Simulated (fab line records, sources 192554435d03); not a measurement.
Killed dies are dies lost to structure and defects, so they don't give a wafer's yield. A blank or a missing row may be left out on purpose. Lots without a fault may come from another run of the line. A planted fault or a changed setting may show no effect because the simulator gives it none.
fab line records | flow n5_finfet
record lots=7 wafers=19 last_day=19
route steps=1938 shown HKMG_FIN@457 GATE_CUT@465 PASSIVATION@1936
lots that met no fault: from a run of the same line without faults
start_h: hours from the record's first day to the start of the lot's first wafer shown | wait_h: hours since the lot's step before | " the same as in the row above | L1.1+2: a row that stands for several wafers | - no value, or no start given | * or withheld: withheld | < > ~ a bound
route shown NAME@n: a module of which the file shows steps, and the number in the route of the first | usual: mean/standard deviation of fault-free wafers | same: alike in all rows | chamber/n: place in a boat | sites: the reading at each site | _std_site: their standard deviation | _edge_site: outer sites' mean less inner sites' | radius_mm: how far each site lies from the wafer's centre | mask NAME#n: copy n | behind: the tool/chamber that last shaped the wafer | hold: why the lot was held/for how many hours/how that ended | device: the transistor (n, p or np) that didn't switch | end of line: the same wafers' tests at the end of the route | a step without rows: its recipe alone | killed: dies lost to structure and defects at the first sort, not the wafer's yield | map: a wafer's dies, x killed, . not, _ none there
set.NAME: the setting as run; set.NAME@STEP: as run at that earlier step | model.NAME: the simulator's own value behind a step, which no gauge read
lots at some steps of the route; a table a step, a row a wafer
services: from which hour (start_h, from the record's first day; less than 0 if before it) a tool's chamber was out of use, for how many hours, and why
## steps
# step N5_HKMG_FIN_ALD_72
# recipe material=W target_thk_a=20 temp_c=300 pressure_torr=7.5 ald_precursor_family=WF6 ald_co_reactant=B2H6 pulse_time_s=1 purge_time_s=2 co_reactant_purge_time_s=2 co_reactant_pulse_time_s=3 ald_cycles=7
# step N5_HKMG_FIN_W_FILL_22
# recipe material=W target_thk_a=600 temp_c=400 pressure_torr=39.4 time_s=18.2
# step N5_HKMG_FIN_PRECLEAN_83
# recipe chemistry=DIW time_s=57.5 temp_c=23
# step N5_HKMG_FIN_SRD_84
# recipe dry_time_s=32 dry=n2_spin spin_rpm=1500
# step N5_HKMG_FIN_CMP_23
# recipe stop_on=SiNx t_overpolish_s=10 post_cmp_clean=rinse_only down_force_psi=4 platen_rpm=50.289 pad_velocity_m_s=1.0006 target_thk_nm=46.326
# usual motor_current_A=12.0/1.7 overpolish_run_s=10.000/0.0094 time_to_endpoint_s=11.5/2.2
# columns lot.wafer tool chamber start_h wait_h motor_current_A overpolish_run_s time_to_endpoint_s
L521.2 cmp-04 0 101.48 0.1 9.9 10.006 11.5
L521.1 " 1 " " 12.4 9.991 12.5
L521.4 " 2 " " 12.1 10.001 11.9
L527.4 cmp-03 2 138.19 0.0 12.7 10.007 10.3
L527.1 " 0 " " 16.0 10.000 10.1
L527.6 " 2 " " 12.1 9.973 10.6
L528.3 cmp-04 0 141.13 0.0 10.4 9.996 13.8
L528.5 " 0 " " 10.0 9.998 15.4
L529.4 cmp-03 0 145.95 0.2 16.3 9.996 9.6
L529.5 " 3 " " 9.5 9.996 13.0
L539.2 cmp-02 2 207.64 0.2 11.8 10.002 10.0
L539.3 " 3 " " 12.7 9.988 12.6
L539.6 " 2 " " 11.7 9.996 7.8
L540.1 cmp-03 1 217.41 0.1 12.0 10.003 7.3
L540.2 " 2 " " 12.3 10.004 5.6
L540.4 " 3 " " 9.6 9.985 11.0
L541.3 cmp-02 3 221.23 0.1 11.8 10.008 10.9
L541.2 " 0 " " 12.3 10.001 13.7
L541.4 " 1 " " 9.9 9.996 10.8
# step N5_HKMG_FIN_CMP_94
# recipe stop_on=SiNx post_cmp_clean=w_dilute_nh4oh t_overpolish_s=4.7 down_force_psi=4 platen_rpm=50.289 pad_velocity_m_s=1.0006 target_thk_nm=43.299
# step N5_HKMG_FIN_INSPECT_28
# recipe inspect_instrument=darkfield mode=post_cmp
# usual raw_defect_count=37/15
# columns lot.wafer tool chamber start_h wait_h raw_defect_count
L521.1 defect_inspect-02 - 102.11 0.0 45
L521.2 " - " " 27
L521.4 " - " " 41
L527.1 defect_inspect-01 - 138.90 0.0 47
L527.4 " - " " 60
L527.6 " - " " 34
L528.3 defect_inspect-02 - 141.84 0.0 18
L528.5 " - " " 21
L529.4 defect_inspect-01 - 146.51 0.0 31
L529.5 " - " " 47
L539.2 defect_inspect-02 - 208.27 0.0 44
L539.3 " - " " 28
L539.6 " - " " 25
L540.1 defect_inspect-01 - 218.04 0.0 41
L540.2 " - " " 66
L540.4 " - " " 86
L541.2 defect_inspect-01 - 221.86 0.0 41
L541.3 " - " " 59
L541.4 " - " " 18
# step N5_GATE_CUT_ETCHBACK_00
# recipe chemistry=SF6/Cl2 target=W pressure_mtorr=8 icp_w=900 bias_w=80 SF6_flow_sccm=40 Cl2_flow_sccm=60
# usual SF6_flow_sccm=40.00/0.11 drypump_motor_current_A=5.8/0.51 oes_product_au=0.82/0.12 throttle_valve_pct=27.46/0.23
# columns lot.wafer tool chamber start_h wait_h SF6_flow_sccm drypump_motor_current_A oes_product_au rf_hours_counter_h throttle_valve_pct
L521.1 rie_metal-03 1 102.14 0.0 40.01 5.5 0.93 7 27.21
L521.2 " 0 " " 40.12 6.4 0.88 17 27.60
L521.4 " 0 " " 40.10 6.4 0.87 - 27.60
L527.1 rie_metal-03 0 138.93 0.0 39.85 6.4 0.87 20 27.59
L527.4 " 1 " " 39.95 5.5 0.91 - 27.20
L527.6 " 0 " " 40.07 6.4 0.88 - 27.59
L528.3 rie_metal-03 1 141.91 0.1 40.00 5.5 0.93 - 27.21
L528.5 " 0 " " 39.89 6.4 0.87 - 27.59
L529.4 rie_metal-01 0 146.58 0.1 40.11 6.1 0.63 - 27.64
L529.5 " 0 " " 40.09 6.1 0.63 - 27.64
L539.2 rie_metal-03 0 208.31 0.0 39.86 6.4 0.84 26 27.60
L539.3 " 1 " " 40.01 5.5 0.89 - 27.21
L539.6 " 0 " " 39.86 6.4 0.84 - 27.62
L540.1 rie_metal-01 0 218.07 0.0 40.10 6.1 0.61 117 27.64
L540.2 " 1 " " 39.93 4.9 0.61 117 27.83
L540.4 " 0 " " 40.09 6.1 0.61 - 27.64
L541.2 rie_metal-01 1 221.89 0.0 40.04 4.9 0.61 118 27.83
L541.3 " 1 " " 39.95 4.9 0.61 - 27.83
L541.4 " 0 " " 39.97 6.1 0.62 - 27.66
# step N5_GATE_CUT_ETCH_56
# recipe chemistry=Cl2/Ar target=TiN target_depth_a=216 pressure_mtorr=10 icp_w=600 bias_w=60 Cl2_flow_sccm=40 Ar_flow_sccm=60
# usual drypump_motor_current_A=5.8/0.51 oes_product_au=0.82/0.11 throttle_valve_pct=20.77/0.18
# columns lot.wafer tool chamber start_h wait_h drypump_motor_current_A oes_product_au rf_hours_counter_h throttle_valve_pct
L521.1 rie_metal-03 1 102.26 0.1 5.5 0.94 7 20.58
L521.2 " 0 " " 6.4 0.87 17 20.83
L521.4 " 0 " " 6.4 0.85 - 20.84
L527.1 rie_metal-03 0 139.05 0.1 6.4 0.86 20 20.82
L527.4 " 1 " " 5.5 0.93 - 20.58
L527.6 " 0 " " 6.4 0.85 - 20.82
L528.3 rie_metal-03 1 142.02 0.1 5.5 0.92 - 20.58
L528.5 " 0 " " 6.4 0.86 - 20.82
L529.4 rie_metal-01 0 146.69 0.1 6.1 0.64 - 20.90
L529.5 " 0 " " 6.1 0.64 - 20.91
L539.2 rie_metal-03 0 208.43 0.1 6.4 0.82 26 20.85
L539.3 " 1 " " 5.5 0.90 - 20.60
L539.6 " 0 " " 6.4 0.83 - 20.84
L540.1 rie_metal-01 0 218.19 0.1 6.1 0.63 118 20.92
L540.2 " 1 " " 4.9 0.63 117 21.09
L540.4 " 0 " " 6.1 0.63 - 20.92
L541.2 rie_metal-01 1 222.01 0.1 4.9 0.62 118 21.10
L541.3 " 1 " " 4.9 0.63 - 21.10
L541.4 " 0 " " 6.1 0.63 - 20.92
# step N5_GATE_CUT_ETCHBACK_30
# recipe chemistry=Cl2/Ar target=TiN target_depth_a=30 mode=isotropic pressure_mtorr=10 icp_w=600 bias_w=60 Cl2_flow_sccm=40 Ar_flow_sccm=60
# usual drypump_motor_current_A=5.8/0.51 oes_product_au=0.82/0.11 throttle_valve_pct=20.77/0.18
# columns lot.wafer tool chamber start_h wait_h drypump_motor_current_A oes_product_au rf_hours_counter_h throttle_valve_pct
L521.1 rie_metal-03 1 102.35 0.1 5.5 0.94 7 20.58
L521.2 " 0 " " 6.4 0.86 17 20.82
L521.4 " 0 " " 6.4 0.86 - 20.82
L527.1 rie_metal-03 0 139.14 0.1 6.4 0.86 20 20.82
L527.4 " 1 " " 5.5 0.93 - 20.57
L527.6 " 0 " " 6.4 0.86 - 20.81
L528.3 rie_metal-03 1 142.09 0.0 5.5 0.93 - 20.59
L528.5 " 0 " " 6.4 0.85 - 20.82
L529.4 rie_metal-01 0 146.76 0.0 6.1 0.64 - 20.91
L529.5 " 0 " " 6.1 0.64 - 20.90
L539.2 rie_metal-03 0 208.52 0.1 6.4 0.84 26 20.83
L539.3 " 1 " " 5.5 0.89 - 20.58
L539.6 " 0 " " 6.4 0.83 - 20.84
L540.1 rie_metal-01 0 218.28 0.1 6.1 0.63 118 20.93
L540.2 " 1 " " 4.9 0.63 117 21.09
L540.4 " 0 " " 6.1 0.62 - 20.92
L541.2 rie_metal-01 1 222.10 0.1 4.9 0.62 118 21.10
L541.3 " 1 " " 4.9 0.62 - 21.10
L541.4 " 0 " " 6.1 0.63 - 20.92
# step N5_GATE_CUT_VAPOR_ETCH_60
# recipe chemistry=BCl3/Cl2 target=HfO2 mode=isotropic
# step N5_GATE_CUT_ETCH_58
# recipe chemistry=CH3F/O2 target=SiNx target_depth_a=170 time_s=128.6 ion_energy_ev=50 pressure_mtorr=30 source_w=415 bias_w=21 Ar_flow_sccm=150 CH3F_flow_sccm=30 O2_flow_sccm=20
# usual drypump_motor_current_A=5.7/0.35 oes_product_au=0.76/0.062 rf_vpp_V=99.0/1 showerhead_plenum_p_Torr=2.00/0.061 throttle_valve_pct=16.51/0.18
# columns lot.wafer tool chamber start_h wait_h drypump_motor_current_A oes_product_au rf_hours_counter_h rf_vpp_V showerhead_plenum_p_Torr throttle_valve_pct model.etch.depth_nm model.SiNx_of_SDB_ALD_29.thk_nm
L521.1 rie_diel-03 0 102.55 0.2 5.4 0.77 155 99.1 2.01 16.40 17.4 24.4
L521.2 " 1 " " 6.0 0.73 233 98.0 1.88 16.70 17.68 24.6
L521.4 " 2 " " 5.3 0.79 120 99.6 2.00 16.54 17.54 24.6
L527.1 rie_diel-01 0 139.23 0.0 5.7 0.73 174 101.1 2.00 16.58 17.1 24.4
L527.4 " 2 " " 5.5 1.00 156 100.6 2.06 16.60 26.28 23.2
L527.6 " 0 " " 5.7 0.72 - 98.7 2.00 16.57 17.11 24.6
L528.3 rie_diel-01 1 142.16 0.0 6.1 1.01 172 101.1 2.00 16.55 26.05 23
L528.5 " 0 " " 5.8 0.73 - 96.4 2.00 16.57 16.88 24.6
L529.4 rie_diel-01 2 146.91 0.1 5.5 1.00 158 98.4 2.06 16.60 26.44 23.2
L529.5 " 1 " " 6.0 0.75 - 99.8 2.00 16.59 16.89 24.8
L539.2 rie_diel-03 1 208.60 0.0 5.9 0.94 9 102.2 2.12 16.30 17.55 24.6
L539.3 " 3 " " 5.5 0.73 206 97.1 1.99 16.71 16.62 24.4
L539.6 " 3 " " 5.5 0.72 - 97.5 1.99 16.73 16.58 24.6
L540.1 rie_diel-03 3 218.36 0.0 5.5 0.73 208 99.8 1.99 16.73 16.99 24.6
L540.2 " 2 " " 5.3 0.75 158 100.1 1.99 16.60 17.37 24.4
L540.4 " 2 " " 5.3 0.74 - 99.2 1.99 16.61 17.17 24.6
L541.2 rie_diel-01 0 222.18 0.0 5.8 0.71 197 98.8 2.00 16.62 16.85 24.6
L541.3 " 1 " " 6.0 0.73 192 99.0 1.99 16.62 16.68 24.6
L541.4 " 2 " " 5.5 0.73 177 99.6 2.05 16.62 17.1 24.6
# step N5_GATE_CUT_STRIP_59
# recipe chemistry=N2/H2 time_s=20 power_w=100 temp_c=40 pressure_mtorr=100 rf_frequency_hz=6e+07 bias_power_w=3 n2_flow_sccm=300 h2_flow_sccm=300
# usual drypump_motor_current_A=5.7/0.35 n2_flow_sccm=299.9/0.92 oes_product_au=0.76/0.061 rf_vpp_V=45.3/0.94 showerhead_plenum_p_Torr=3.38/0.098 throttle_valve_pct=12.44/0.2
# columns lot.wafer tool chamber start_h wait_h drypump_motor_current_A n2_flow_sccm oes_product_au rf_hours_counter_h rf_vpp_V showerhead_plenum_p_Torr throttle_valve_pct
L521.1 rie_diel-03 0 102.65 0.1 5.4 301.1 0.77 155 45.4 3.39 12.42
L521.2 " 1 " " 5.9 299.7 0.71 233 45.1 3.20 12.74
L521.4 " 2 " " 5.4 298.7 0.78 120 44.4 3.37 12.32
L527.1 rie_diel-01 0 139.33 0.1 5.7 300.4 0.74 174 46.1 3.38 12.48
L527.4 " 2 " " 5.5 300.0 0.74 156 45.8 3.52 12.54
L527.6 " 0 " " 5.7 300.4 0.73 - 45.2 3.38 12.47
L528.3 rie_diel-01 1 142.27 0.1 6.1 299.5 0.75 172 45.3 3.37 12.55
L528.5 " 0 " " 5.7 301.0 0.73 - 44.8 3.38 12.47
L529.4 rie_diel-01 2 147.01 0.1 5.5 300.1 0.74 158 44.4 3.51 12.55
L529.5 " 1 " " 6.1 299.6 0.75 - 45.9 3.37 12.55
L539.2 rie_diel-03 1 208.70 0.1 5.9 301.0 0.93 9 45.2 3.59 12.17
L539.3 " 3 " " 5.5 299.0 0.73 206 45.3 3.33 12.63
L539.6 " 3 " " 5.4 300.1 0.74 - 44.4 3.33 12.64
L540.1 rie_diel-03 3 218.46 0.1 5.5 299.8 0.73 209 44.4 3.33 12.65
L540.2 " 2 " " 5.3 300.8 0.75 158 46.4 3.35 12.42
L540.4 " 2 " " 5.3 300.7 0.74 - 44.6 3.35 12.43
L541.2 rie_diel-01 0 222.29 0.1 5.7 298.5 0.71 197 45.7 3.37 12.55
L541.3 " 1 " " 6.0 301.6 0.74 192 44.0 3.36 12.62
L541.4 " 2 " " 5.5 301.0 0.73 177 45.2 3.50 12.59
# step N5_PASSIVATION_PROBE_49
# usual killed_at_M0_to_M3=36/11 killed_at_M4_up=14/5.2 killed_at_contacts=12/6.1 killed_at_front_end=40/12 killed_at_other=3.2/2.5 killed_dies=105/16 killed_on_rim=14/4.4 killed_open=68/12 killed_short=35/8.7
# same gross_dies=1180 killed_at_back_side=0
# columns lot.wafer tool chamber start_h wait_h killed_at_M0_to_M3 killed_at_M4_up killed_at_contacts killed_at_front_end killed_at_other killed_dies killed_on_rim killed_open killed_short
L521.1 prober-02 - 325.56 0.0 30 5 10 39 5 89 15 55 30
L521.2 prober-02 - 325.61 0.1 39 6 27 50 3 125 19 90 33
L521.4 prober-02 - 325.71 0.2 27 8 16 35 1 87 11 59 27
L527.1 prober-01 - 355.23 0.0 30 12 7 60 0 109 10 75 23
L527.4 prober-01 - 355.38 0.2 32 9 16 42 1 100 11 71 28
L527.6 prober-01 - 355.48 0.3 26 7 16 36 1 86 4 57 27
L529.4 prober-01 - 363.07 0.2 38 18 21 53 0 130 13 88 32
L529.5 prober-01 - 363.12 0.2 42 16 13 42 3 116 12 70 43
L541.2 prober-01 - 459.17 0.1 36 11 10 64 1 122 15 59 59
L541.3 prober-01 - 459.22 0.1 40 16 5 61 2 124 17 88 33
L541.4 prober-01 - 459.27 0.2 16 15 19 40 0 90 13 52 36
# killed by level:class
L521.1 BEOL_M1:geometric_particle:open=11 GATE_CUT:geometric_particle:short=9 FIN_SAQP:geometric_particle:open=8 MOL_CONTACT_COAG:geometric_particle:open=8 BEOL_M2:geometric_particle:open=7 GATE_CUT:geometric_particle:open=6 FIN_SAQP:geometric_particle:short=5 BEOL_M0_SAQP:geometric_particle:short=3
L521.2 MOL_CONTACT_COAG:geometric_particle:open=24 FIN_SAQP:geometric_particle:open=20 BEOL_M0_SAQP:geometric_particle:short=9 BEOL_M0_SAQP:geometric_particle:open=8 STI_FIN_REVEAL:geometric_particle:open=8 BEOL_M2:geometric_particle:open=7 BEOL_M0:geometric_particle:open=6 FIN_SAQP:geometric_particle:short=5
L521.4 MOL_CONTACT_COAG:geometric_particle:open=13 FIN_SAQP:geometric_particle:open=11 GATE_CUT:geometric_particle:short=10 BEOL_M1:geometric_particle:open=7 BEOL_M0_SAQP:geometric_particle:open=6 BEOL_M2:geometric_particle:open=5 MOL_CONTACT_COAG:geometric_particle:short=3 BEOL_M0_SAQP:geometric_particle:short=3
L527.1 FIN_SAQP:geometric_particle:open=16 BEOL_M1:geometric_particle:open=11 DUMMY_GATE:geometric_particle:open=9 HKMG_FIN:area_etch=8 MOL_CONTACT_COAG:geometric_particle:open=7 FIN_SAQP:geometric_particle:short=6 BEOL_M0:geometric_particle:open=6 STARTING-WAFER:geometric_particle:open=5
L527.4 MOL_CONTACT_COAG:geometric_particle:open=12 BEOL_M0:geometric_particle:open=11 DUMMY_GATE:geometric_particle:open=9 BEOL_M4:geometric_particle:open=7 FIN_SAQP:geometric_particle:open=6 BEOL_M2:geometric_particle:open=6 GATE_CUT:geometric_particle:short=5 BEOL_M3:geometric_particle:open=5
L527.6 MOL_CONTACT_COAG:geometric_particle:open=12 FIN_SAQP:geometric_particle:short=7 BEOL_M1:geometric_particle:open=7 BEOL_M3:geometric_particle:open=7 FIN_SAQP:geometric_particle:open=4 DUMMY_GATE:geometric_particle:open=4 MOL_CONTACT_COAG:geometric_particle:short=4 STI_FIN_REVEAL:geometric_particle:open=3
L529.4 MOL_CONTACT_COAG:geometric_particle:open=20 STI_FIN_REVEAL:geometric_particle:open=12 FIN_SAQP:geometric_particle:short=10 BEOL_M0_SAQP:geometric_particle:open=10 BEOL_M3:geometric_particle:open=9 BEOL_M1:geometric_particle:open=8 HKMG_FIN:area_etch=7 GATE_CUT:geometric_particle:open=5
L529.5 BEOL_M0_SAQP:geometric_particle:short=11 MOL_CONTACT_COAG:geometric_particle:open=9 BEOL_M0_SAQP:geometric_particle:open=8 BEOL_M3:geometric_particle:open=8 FIN_SAQP:geometric_particle:short=7 STI_FIN_REVEAL:geometric_particle:open=7 ILD0:geometric_particle:short=7 BEOL_M5:geometric_particle:open=7
L541.2 GATE_CUT:geometric_particle:short=16 FIN_SAQP:geometric_particle:open=15 FIN_SAQP:geometric_particle:short=9 BEOL_M3:geometric_particle:short=9 BEOL_M0_SAQP:geometric_particle:short=8 BEOL_M1:geometric_particle:open=8 GATE_CUT:geometric_particle:open=7 MOL_CONTACT_COAG:geometric_particle:open=6
L541.3 FIN_SAQP:geometric_particle:open=19 STI_FIN_REVEAL:geometric_particle:open=14 BEOL_M1:geometric_particle:open=12 FIN_SAQP:geometric_particle:short=10 BEOL_M4:geometric_particle:open=10 BEOL_M3:geometric_particle:open=8 BEOL_M3:geometric_particle:short=5 DUMMY_GATE:geometric_particle:open=4
L541.4 STI_FIN_REVEAL:geometric_particle:open=11 MOL_CONTACT_COAG:geometric_particle:open=11 FIN_SAQP:geometric_particle:short=9 MOL_CONTACT_COAG:geometric_particle:short=8 FIN_SAQP:geometric_particle:open=6 STARTING-WAFER:geometric_particle:short=5 BEOL_M4:geometric_particle:open=4 BEOL_M0_SAQP:geometric_particle:open=3
## services
# columns tool chamber start_h hours kind
cmp-04 - 79.78 5.6 pm
cmp-03 - 91.35 1.0 repair
rie_diel-03 0 96.09 2.1 repair
cmp-02 - 110.64 4.0 pm
cmp-02 - 114.64 - consumable_replace:conditioner
cmp-02 - 114.64 - consumable_replace:pad
rie_metal-03 - 119.08 2.8 pm
rie_diel-03 1 123.37 2.8 repair
rie_diel-01 1 129.06 5.2 repair
cmp-02 - 132.78 1.0 repair
rie_diel-01 1 149.61 2.3 repair
rie_diel-01 2 150.61 2.8 repair
rie_diel-03 1 161.54 - clean
rie_diel-03 1 161.54 - consumable_replace:focus_ring
rie_diel-03 1 161.54 - consumable_replace:showerhead
rie_diel-03 1 161.54 15.7 scheduled_down
rie_diel-03 1 161.54 15.7 vent_cycle
cmp-03 - 173.24 4.4 repair
cmp-02 - 190.77 2.5 repair
cmp-03 - 203.97 4.0 pm
cmp-04 - 204.99 14.7 pm
cmp-03 - 207.97 - consumable_replace:conditioner
cmp-03 - 207.97 - consumable_replace:pad
## key
first_sign step=N5_GATE_CUT_ETCH_58 reading=oes_product_au direction=up sigmas=3.8 usual=0.76 struck=1.00
effect none on later readings
model_effect step=N5_GATE_CUT_ETCH_58 value=etch.depth_nm without=17.01 struck=26.26
met_at N5_GATE_CUT_ETCH_58
struck_wafers L527.4,L528.3,L529.4
tester_left_out L527,L528,L529
fault kind=process_parameter_drift tool=rie_diel-01 chamber=- onset_h=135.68 steps=N5_GATE_CUT_ETCH_58 channel=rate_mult offset=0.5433 shape=step end_h=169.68 scope=struck_wafers_only
# tester_left_out: of these lots the tester's yield and bins aren't shown, on N5 and GAA mostly nor the transistor test; their killed dies are dies lost to structure and defects alone, not to doping, threshold or leakage, so they don't give the yield
